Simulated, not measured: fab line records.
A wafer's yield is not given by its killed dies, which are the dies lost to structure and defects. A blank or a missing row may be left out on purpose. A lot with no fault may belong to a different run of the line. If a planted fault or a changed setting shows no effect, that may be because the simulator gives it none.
fab line records | flow nand-harc
[record] lots = 10 wafers = 30 last-day = 24
route steps=1159 shown A_ZERO_WELL@412 A_CHANNEL_HOLE_D1@472 END@1159
lots with no fault: from the same line, run without faults
start-h: hours from the record's opening day to when the first of the lot's shown wafers began | wait-h: hours elapsed since this lot's preceding step | " repeats the value in the row above | L1.1+2: one row covering several wafers at once | - no value present, or no start provided | * or withheld: withheld | < > ~ a bound
route shown NAME@n: names a module that has steps shown in the file, with the first one's number in the route | usual: mean/standard deviation of fault-free wafers | same: alike in all rows | chamber/n: place in a boat | sites: each site's reading | _std_site: their standard deviation | _edge_site: inner sites' mean taken away from outer sites' mean | radius-mm: for every site, how far away it sits from the centre of the wafer | mask NAME#n: copy n | behind: the most recent tool/chamber to have shaped the wafer | hold: cause of the lot's hold/its duration in hours/its outcome | device: the n, p or np transistor that did not switch | end of line: the route-end tests of the same wafers | for a step that has no rows: nothing shown but its recipe | killed: dies that structure and defects cost at the first sort, which is not the same as the wafer's yield | map: shows each die of a wafer: x if killed, . if not, _ if none is there
set.NAME: setting as actually run; set.NAME@STEP: the setting as run at that earlier step | model.NAME: the simulator's own value behind a step, which no gauge read
steps of the route over a sample of lots; a table a step, a row a wafer
services: from which hour (start-h, from the record's first day; less than 0 if before it) a tool's chamber was out of use, for how many hours, and why
[[steps]]
[step NHARC_A_ZERO_WELL_INSPECT_17]
[usual] raw-defect-count = 12/6.5
// columns lot.wafer tool chamber start-h wait-h raw-defect-count
L328.1 defect-inspect-01 - 129.25 0.2 6
L328.5 " - " " 8
L328.6 " - " " 18
L330.4 defect-inspect-02 - 151.20 0.1 3
L330.5 " - " " 5
L330.6 " - " " 11
L331.1 defect-inspect-01 - 157.42 0.2 2
L331.4 " - " " 18
L331.6 " - " " 8
L342.2 defect-inspect-02 - 211.95 0.1 9
L342.3 " - " " 15
L342.6 " - " " 12
L339.1 defect-inspect-02 - 212.80 0.2 8
L339.2 " - " " 4
L339.3 " - " " 19
L341.1 defect-inspect-02 - 215.06 0.2 4
L341.4 " - " " 8
L341.6 " - " " 15
L344.1 defect-inspect-02 - 231.51 0.2 12
L344.3 " - " " 11
L344.6 " - " " 13
L347.2 defect-inspect-01 - 246.02 0.1 10
L347.3 " - " " 14
L347.4 " - " " 12
L350.1 defect-inspect-01 - 275.84 0.2 4
L350.2 " - " " 6
L350.6 " - " " 10
L351.3 defect-inspect-02 - 276.32 0.1 11
L351.4 " - " " 3
L351.6 " - " " 7
[step NHARC_A_CHANNEL_HOLE_D1_ETCH_20]
[recipe] bias-v = 3000 source-w = withheld pressure-mtorr = 20 time-s = 361.9 ar-flow-sccm = 375 c4f8-flow-sccm = 89.3 o2-flow-sccm = 35.7 temp-c = -20 target-depth-a = 16000 chemistry = C4F8/O2/Ar
[usual] c4f8-flow-sccm = 89.25/0.21 chamber-pressure-mTorr = 20.001/0.018 drypump-motor-current-A = 5.9/0.37 mfc-ar-sccm = 375.0/1.2 showerhead-plenum-p-Torr = 3.68/0.15 throttle-valve-pct = 32.154/0.0093
// columns lot.wafer tool chamber start-h wait-h c4f8-flow-sccm chamber-pressure-mTorr drypump-motor-current-A mfc-ar-sccm rf-hours-counter-h showerhead-plenum-p-Torr throttle-valve-pct
L328.1 har-etch-01 0 174.86 0.1 89.33 19.982 5.7 374.4 190 3.82 32.154
L328.5 " 1 " " 89.18 19.994 6.6 374.4 - 3.56 32.149
L328.6 " 0 " " 89.81 19.991 5.7 373.2 - 3.82 32.153
L330.4 har-etch-01 0 189.94 0.2 89.11 19.994 5.8 375.5 - 3.82 32.169
L330.5 " 1 " " 89.01 20.003 6.6 372.2 - 3.56 32.157
L330.6 " 0 " " 89.17 19.991 5.7 376.7 - 3.82 32.156
L331.1 har-etch-01 1 195.57 0.1 89.26 19.985 6.6 374.4 201 3.55 32.142
L331.4 " 0 " " 89.31 19.986 5.7 376.5 - 3.82 32.157
L331.6 " 1 " " 89.43 20.051 6.6 373.5 - 3.55 32.147
L341.1 har-etch-02 1 251.64 0.1 89.20 20.014 5.6 374.5 133 3.86 32.158
L341.4 " 1 " " 89.76 20.008 5.6 374.9 - 3.86 32.162
L341.6 " 1 " " 89.41 20.021 5.6 376.3 - 3.86 32.130
L339.1 har-etch-02 1 255.81 0.1 - - - - - - -
L339.2 " 0 " " - - - - - - -
L339.3 " 1 " " - - - - - - -
L342.2 har-etch-01 0 256.10 0.1 - - - - - - -
L342.3 " 1 " " - - - - - - -
L342.6 " 1 " " - - - - - - -
L344.1 har-etch-02 1 269.32 0.1 89.62 19.982 5.6 376.0 141 3.85 32.151
L344.3 " 0 " " 89.38 20.011 5.9 375.4 - 3.52 32.160
L344.6 " 1 " " 89.41 19.982 5.6 374.3 - 3.85 32.156
L347.2 har-etch-01 0 285.81 0.1 89.17 20.006 5.7 375.0 240 3.79 32.154
L347.4 " 1 " " 89.22 20.000 6.6 376.1 - 3.53 32.143
L347.3 " 0 " " 89.59 20.006 5.7 374.2 - 3.79 32.132
L350.2 har-etch-02 0 316.21 0.1 89.39 19.971 5.9 372.2 164 3.50 32.133
L350.1 " 1 " " 89.36 20.001 5.6 375.2 164 3.84 32.161
L350.6 " 1 " " 89.38 20.001 5.6 375.0 - 3.84 32.155
L351.3 har-etch-02 0 320.48 0.2 89.07 20.004 5.9 376.2 - 3.50 32.168
L351.4 " 1 " " 89.20 20.009 5.6 374.7 - 3.84 32.161
L351.6 " 1 " " 89.02 20.017 5.6 376.9 - 3.84 32.165
[step NHARC_A_CHANNEL_HOLE_D1_ETCH_22]
[recipe] bias-v = 3000 source-w = withheld pressure-mtorr = 20 time-s = 666.7 ar-flow-sccm = 375 c4f8-flow-sccm = 89.3 o2-flow-sccm = 35.7 temp-c = -20 target-depth-a = 16000 chemistry = C4F8/O2/Ar
[usual] c4f8-flow-sccm = 89.31/0.27 chamber-pressure-mTorr = 20.000/0.018 drypump-motor-current-A = 5.9/0.37 mfc-ar-sccm = 375.1/1.1 showerhead-plenum-p-Torr = 3.68/0.15 throttle-valve-pct = 32.154/0.0096
// columns lot.wafer tool chamber start-h wait-h c4f8-flow-sccm chamber-pressure-mTorr drypump-motor-current-A mfc-ar-sccm rf-hours-counter-h showerhead-plenum-p-Torr throttle-valve-pct
L328.1 har-etch-01 0 175.66 0.4 89.60 19.961 5.7 374.3 191 3.82 32.170
L328.5 " 1 " " 88.91 20.021 6.6 375.8 - 3.56 32.148
L328.6 " 0 " " 89.15 20.021 5.7 373.7 - 3.82 32.166
L330.4 har-etch-01 0 190.83 0.4 89.09 20.002 5.7 375.8 - 3.82 32.148
L330.5 " 1 " " 88.85 19.996 6.6 375.7 - 3.56 32.143
L330.6 " 0 " " 89.46 19.986 5.7 375.0 - 3.82 32.144
L331.1 har-etch-01 1 196.37 0.4 89.37 20.039 6.6 374.3 202 3.55 32.144
L331.4 " 0 " " 88.92 20.020 5.7 376.0 - 3.82 32.142
L331.6 " 1 " " 89.26 20.020 6.6 375.4 - 3.55 32.165
L341.1 har-etch-02 1 252.40 0.4 88.90 20.018 5.6 376.2 134 3.86 32.163
L341.4 " 1 " " 88.97 19.997 5.6 375.8 - 3.86 32.153
L341.6 " 1 " " 88.97 19.980 5.6 374.6 - 3.86 32.156
L339.1 har-etch-02 1 256.56 0.4 89.40 20.036 5.6 375.3 138 3.85 32.156
L339.2 " 0 " " 89.65 19.986 5.9 375.5 138 3.52 32.166
L339.3 " 1 " " 89.08 20.018 5.5 375.7 - 3.85 32.156
L342.2 har-etch-01 0 256.86 0.4 89.09 20.003 5.7 376.3 230 3.80 32.165
L342.3 " 1 " " 89.44 19.992 6.5 376.7 - 3.54 32.145
L342.6 " 1 " " 89.16 19.993 6.6 374.4 - 3.54 32.158
L344.1 har-etch-02 1 270.12 0.4 89.43 20.010 5.6 375.1 142 3.85 32.154
L344.3 " 0 " " 89.28 19.996 5.9 373.8 - 3.52 32.157
L344.6 " 1 " " 89.56 19.994 5.6 375.2 - 3.85 32.156
L347.2 har-etch-01 0 286.61 0.4 89.24 20.012 5.7 374.7 241 3.79 32.157
L347.4 " 1 " " 89.09 20.033 6.5 376.0 - 3.53 32.150
L347.3 " 0 " " 89.08 20.018 5.7 373.2 - 3.79 32.146
L350.2 har-etch-02 0 316.96 0.4 89.47 19.990 5.9 375.8 165 3.50 32.171
L350.1 " 1 " " 89.40 19.979 5.6 374.8 165 3.84 32.150
L350.6 " 1 " " 89.35 20.000 5.6 374.9 - 3.84 32.156
L351.3 har-etch-02 0 321.33 0.4 89.25 20.013 5.9 375.1 - 3.50 32.143
L351.4 " 1 " " 89.39 20.008 5.5 373.5 - 3.84 32.166
L351.6 " 1 " " 89.23 20.039 5.6 374.2 - 3.84 32.161
[step NHARC_A_CHANNEL_HOLE_D1_STRIP_27]
[recipe] o2-flow-sccm = 500 ar-flow-sccm = 0 bias-w = 0 chemistry = O2
[usual] drypump-motor-current-A = 5.7/0.41 mfc-ar-sccm = 0.012/0.014 oes-product-au = 0.994/0.013 rf-vpp-V = 57.9/0.79 showerhead-plenum-p-Torr = 3.57/0.09 throttle-valve-pct = 17.036/0.0091
// columns lot.wafer tool chamber start-h wait-h drypump-motor-current-A mfc-ar-sccm oes-product-au rf-hours-counter-h rf-vpp-V showerhead-plenum-p-Torr throttle-valve-pct
L328.1 rie-diel-02 0 - - 5.5 0 1.018 2 58.3 3.56 17.030
L328.6 " 0 " " 5.5 0 1.018 - 59.1 3.56 17.025
L328.5 " 1 " " 6.2 0.035 0.994 - 59.2 3.66 17.024
L330.4 rie-diel-02 1 - - 6.2 0.035 0.994 3 59.7 3.66 17.039
L330.5 " 2 " " 6.1 0.040 0.986 - 57.9 3.68 17.044
L330.6 " 3 " " 6.0 0 1.003 - 57.3 3.46 17.023
L331.1 rie-diel-02 3 - - 6.0 0 1.008 4 58.8 3.45 17.048
L331.4 " 0 " " 5.5 0 1.007 4 57.7 3.56 17.026
L331.6 " 3 " " 6.0 0 1.007 - 58.3 3.45 17.047
L341.1 rie-diel-02 2 - - 6.1 0.040 0.979 7 57.9 3.68 17.031
L341.4 " 1 " " 6.2 0.035 0.984 6 57.9 3.66 17.018
L341.6 " 3 " " 6.0 0 1.017 - 57.6 3.45 17.033
L339.2 rie-diel-08 2 - - 5.8 0 0.989 9 58.2 3.53 17.040
L339.1 " 3 " " 5.0 0.018 1.009 8 58.6 3.69 17.015
L339.3 " 0 " " 5.1 0 1.002 8 58.9 3.60 17.033
L342.2 rie-diel-02 0 - - 5.5 0 1.001 7 58.6 3.55 17.033
L342.3 " 2 " " 6.1 0.040 0.971 7 58.9 3.68 17.036
L342.6 " 0 " " 5.5 0 0.996 - 57.9 3.55 17.027
L344.1 rie-diel-08 0 - - 5.1 0 0.995 9 59.0 3.60 17.037
L344.3 " 1 " " 5.7 0.017 0.976 9 57.0 3.49 17.044
L344.6 " 1 " " 5.7 0.017 0.978 - 57.9 3.48 17.031
L347.3 rie-diel-10 3 - - 6.1 0.019 0.983 10 59.0 3.67 17.035
L347.2 " 0 " " 5.6 0.012 0.996 10 58.4 3.53 17.040
L347.4 " 0 " " 5.6 0.012 0.982 - 58.5 3.53 17.042
L350.2 rie-diel-08 2 - - 5.8 0 0.982 0 59.2 3.53 17.032
L350.1 " 3 " " 5.0 0.018 1.006 1 58.0 3.69 17.020
L350.6 " 0 " " 5.1 0 0.971 - 58.8 3.60 17.023
L351.4 rie-diel-02 1 - - 6.2 0.035 0.979 12 58.7 3.65 17.036
L351.3 " 2 " " 6.1 0.040 0.993 11 59.0 3.68 17.045
L351.6 " 0 " " 5.5 0 1.011 - 59.8 3.55 17.024
[step NHARC_A_CHANNEL_HOLE_D1_CD_MEAS_30]
[usual] cd-nm = 89.7/2.1
// columns lot.wafer tool chamber start-h wait-h cd-nm
L328.1 cd-sem-01 - 180.20 - 91.1
L328.5 " - " " 89.8
L328.6 " - " " 93.5
L330.4 cd-sem-01 - 195.21 - 88.4
L330.5 " - " " 89.6
L330.6 " - " " 91.0
L331.1 cd-sem-01 - 200.94 - 88.1
L331.4 " - " " 90.7
L331.6 " - " " 92.5
L341.1 cd-sem-03 - 257.10 - 87.6
L341.4 " - " " 92.5
L341.6 " - " " 87.7
L339.1 cd-sem-02 - 261.22 - 0.8
L339.2 " - " " 1.0
L339.3 " - " " 1.6
L342.2 cd-sem-02 - 261.52 - -1.1
L342.3 " - " " 1.6
L342.6 " - " " 1.4
L344.1 cd-sem-03 - 274.70 - 86.9
L344.3 " - " " 86.3
L344.6 " - " " 86.9
L347.2 cd-sem-02 - 291.34 - 92.2
L347.3 " - " " 88.0
L347.4 " - " " 91.2
L350.1 cd-sem-03 - 321.62 - 90.4
L350.2 " - " " 88.2
L350.6 " - " " 88.5
L351.3 cd-sem-01 - 325.81 - 92.6
L351.4 " - " " 87.7
L351.6 " - " " 88.4
[step NHARC_A_CHANNEL_HOLE_D1_XSEM_31]
[recipe] landing-energy-ev = 35000
[usual] bot-cd-nm = 74.2/2.2 bow-nm = 8.6/0.3 tilt-deg = 0.08/0.05
// columns lot.wafer tool chamber start-h wait-h bot-cd-nm bow-nm tilt-deg
L328.1 xsem-02 0 180.29 0.1 76.3 8.4 0.04
L328.5 " 0 " " 74.8 8.5 0.04
L328.6 " 0 " " 78.0 8.4 0.04
L330.4 xsem-02 0 195.30 0.1 72.9 9.3 0.06
L330.5 " 0 " " 74.1 9.2 0.06
L330.6 " 0 " " 75.3 9.3 0.06
L331.1 xsem-01 0 201.03 0.1 71.7 8.7 0.12
L331.4 " 0 " " 74.6 8.7 0.12
L331.6 " 0 " " 75.8 8.7 0.12
L341.1 xsem-02 0 257.19 0.1 71.8 8.5 0.07
L341.4 " 0 " " 77.2 8.4 0.07
L341.6 " 0 " " 72.0 8.4 0.07
L339.1 xsem-02 0 261.31 0.1 0.3 0.8 0.01
L339.2 " 0 " " 0.7 0.8 0.01
L339.3 " 0 " " 1.3 0.8 0.01
L342.2 xsem-01 0 261.61 0.1 0.0 0.6 0.06
L342.3 " 0 " " 1.9 0.6 0.06
L342.6 " 0 " " 2.0 0.6 0.06
L344.1 xsem-02 0 274.79 0.1 71.3 8.5 0.12
L344.3 " 0 " " 70.4 8.5 0.12
L344.6 " 0 " " 71.0 8.4 0.12
L347.2 xsem-01 0 291.42 0.1 76.5 8.3 0.08
L347.3 " 0 " " 72.0 8.3 0.08
L347.4 " 0 " " 75.3 8.3 0.08
L350.1 xsem-01 0 321.70 0.1 75.3 8.8 0.19
L350.2 " 0 " " 72.7 8.7 0.19
L350.6 " 0 " " 72.6 8.7 0.19
L351.3 xsem-02 0 325.90 0.1 75.5 8.4 0.16
L351.4 " 0 " " 71.9 8.5 0.16
L351.6 " 0 " " 72.6 8.5 0.16
[step NHARC_END_SORT_01]
[recipe] temp-c = 25
[usual] killed-at-array = 28/10 killed-at-other = 0.6/1.1 killed-at-periphery = 3.6/2.6 killed-dies = 32/10 killed-open = 3.3/1.8 killed-short = 1.9/1.4
[same] gross-dies = 677
// columns lot.wafer tool chamber start-h wait-h killed-at-array killed-at-other killed-at-periphery killed-dies killed-open killed-short
L339.1 prober-01 0 534.32 2.5 672 0 5 677 3 2
L339.2 prober-01 0 535.12 2.8 675 0 2 677 4 4
L339.3 prober-01 0 535.92 3.1 673 0 4 677 1 0
L342.2 prober-02 0 535.17 2.8 674 1 2 677 4 1
L342.3 prober-02 0 535.97 3.1 675 1 1 677 2 1
L342.6 prober-02 0 538.37 4.0 676 0 1 677 7 2
// killed by level:class
L339.1 A_CHANNEL_HOLE_D1:area-etch=661 A_CHANNEL_HOLE_D1:chamber-film-flake=3 P_CONTACT:geometric-particle:open=2 A_CHANNEL_FILL_D1:chamber-film-flake=2 A_STAIRCASE:chamber-film-flake=2 A_CONTACT:chamber-film-flake=2 P_CONTACT:geometric-particle:short=1 P_M1:geometric-particle:short=1
L339.2 A_CHANNEL_HOLE_D1:area-etch=658 A_CHANNEL_HOLE_D1:chamber-film-flake=4 A_CHANNEL_HOLE_D1:geometric-particle:short=3 A_CONTACT:geometric-particle:open=2 A_SGD_CUT:chamber-film-flake=2 A_WL_FILL:chamber-film-flake=2 P_GATE:geometric-particle:short=1 A_WL_FILL:geometric-particle:open=1
L342.2 A_CHANNEL_HOLE_D1:area-etch=630 A_CHANNEL_HOLE_D1:chamber-film-flake=15 A_SLIT:chamber-film-flake=11 A_CONTACT:chamber-film-flake=7 A_CONTACT:geometric-particle:open=2 A_CHANNEL_FILL_D1:chamber-film-flake=2 A_STAIRCASE:chamber-film-flake=2 A_WL_FILL:chamber-film-flake=2
L339.3 A_CHANNEL_HOLE_D1:area-etch=655 A_CHANNEL_HOLE_D1:chamber-film-flake=8 A_STAIRCASE:chamber-film-flake=4 A_CONTACT:chamber-film-flake=3 P_ZERO_WELL:chamber-film-flake=2 A_ONON_D1:geometric-particle:open=1 P_GATE:chamber-film-flake=1 P_BONDPAD:chamber-film-flake=1
L342.3 A_CHANNEL_HOLE_D1:area-etch=624 A_CHANNEL_HOLE_D1:chamber-film-flake=22 A_SLIT:chamber-film-flake=12 A_CONTACT:chamber-film-flake=11 A_CHANNEL_FILL_D1:chamber-film-flake=2 A_CHANNEL_FILL_D1:geometric-particle:short=1 A_SGD_CUT:geometric-particle:open=1 A_CONTACT:geometric-particle:open=1
L342.6 A_CHANNEL_HOLE_D1:area-etch=626 A_CHANNEL_HOLE_D1:chamber-film-flake=19 A_SLIT:chamber-film-flake=11 A_CONTACT:chamber-film-flake=10 A_ONON_D1:geometric-particle:open=2 A_CONTACT:geometric-particle:open=2 P_M0:geometric-particle:open=1 A_SOURCE_PLATE:geometric-particle:short=1
[[services]]
// columns tool chamber start-h hours kind
rie-diel-02 - 151.14 9.0 pm
rie-diel-02 0 151.14 9.0 vent-cycle
rie-diel-02 1 151.14 9.0 vent-cycle
rie-diel-02 2 151.14 9.0 vent-cycle
rie-diel-02 3 151.14 9.0 vent-cycle
rie-diel-10 - 176.50 9.0 pm
rie-diel-02 - 220.75 0.8 repair
rie-diel-08 - 223.26 0.2 repair
rie-diel-02 3 231.98 1.4 repair
xsem-02 - 264.84 0.1 repair
rie-diel-02 - 265.91 0.7 repair
rie-diel-10 1 287.53 16.2 repair
rie-diel-08 - 301.80 9.0 pm
xsem-02 - 302.00 14.0 pm
rie-diel-02 0 303.22 1.9 repair
har-etch-01 - 305.00 17.0 pm
har-etch-01 0 305.00 17.0 vent-cycle
har-etch-01 1 305.00 17.0 vent-cycle
rie-diel-10 0 305.77 8.5 repair
rie-diel-10 3 316.29 3.0 repair
har-etch-01 0 322.00 - clean
har-etch-01 0 322.00 - consumable-replace:focus-ring
har-etch-01 1 322.00 - clean
har-etch-01 1 322.00 - consumable-replace:focus-ring
[[key]]
[first-sign] step = NHARC_A_CHANNEL_HOLE_D1_ETCH_20 reading = tool-record direction = missing
[effect] step = NHARC_A_CHANNEL_HOLE_D1_CD_MEAS_30 reading = cd-nm direction = down sigmas = 43 usual = 89.7 struck = 0.9
[effect] step = NHARC_A_CHANNEL_HOLE_D1_XSEM_31 reading = bot-cd-nm direction = down sigmas = 33 usual = 74.2 struck = 1.0
[effect] step = NHARC_END_SORT_01 reading = killed-at-array direction = up sigmas = 63 usual = 28 struck = 674
[more-kills-born-at] NHARC_A_CHANNEL_HOLE_D1_ETCH_20@har-etch-02 = 1974 NHARC_A_CHANNEL_HOLE_D1_ETCH_20@har-etch-01 = 1880
met-at NHARC_A_CHANNEL_HOLE_D1_ETCH_20
struck-lots L339,L342
later-rows-left-out L339.1,L339.2,L339.3,L342.2,L342.3,L342.6
tester-left-out L339,L342
not-acting-at NHARC_A_ZERO_WELL_INSPECT_17,NHARC_A_CHANNEL_HOLE_D1_ETCH_22,NHARC_A_CHANNEL_HOLE_D1_STRIP_27
onset-between 251.64 255.81
[fault] kind = skipped-step-whole tool = har-etch-01,har-etch-02 chamber = - onset-h = 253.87 steps = NHARC_A_CHANNEL_HOLE_D1_ETCH_20 scope = struck-lots-only
// tester-left-out: of these lots the tester's yield and bins aren't shown, on N5 and GAA mostly nor the transistor test; their killed dies are dies lost to structure and defects alone, not to doping, threshold or leakage, so they don't give the yield
// later-rows-left-out: the simulator's readings of these wafers behind a module that went badly wrong aren't trusted and aren't shown, but for the sort
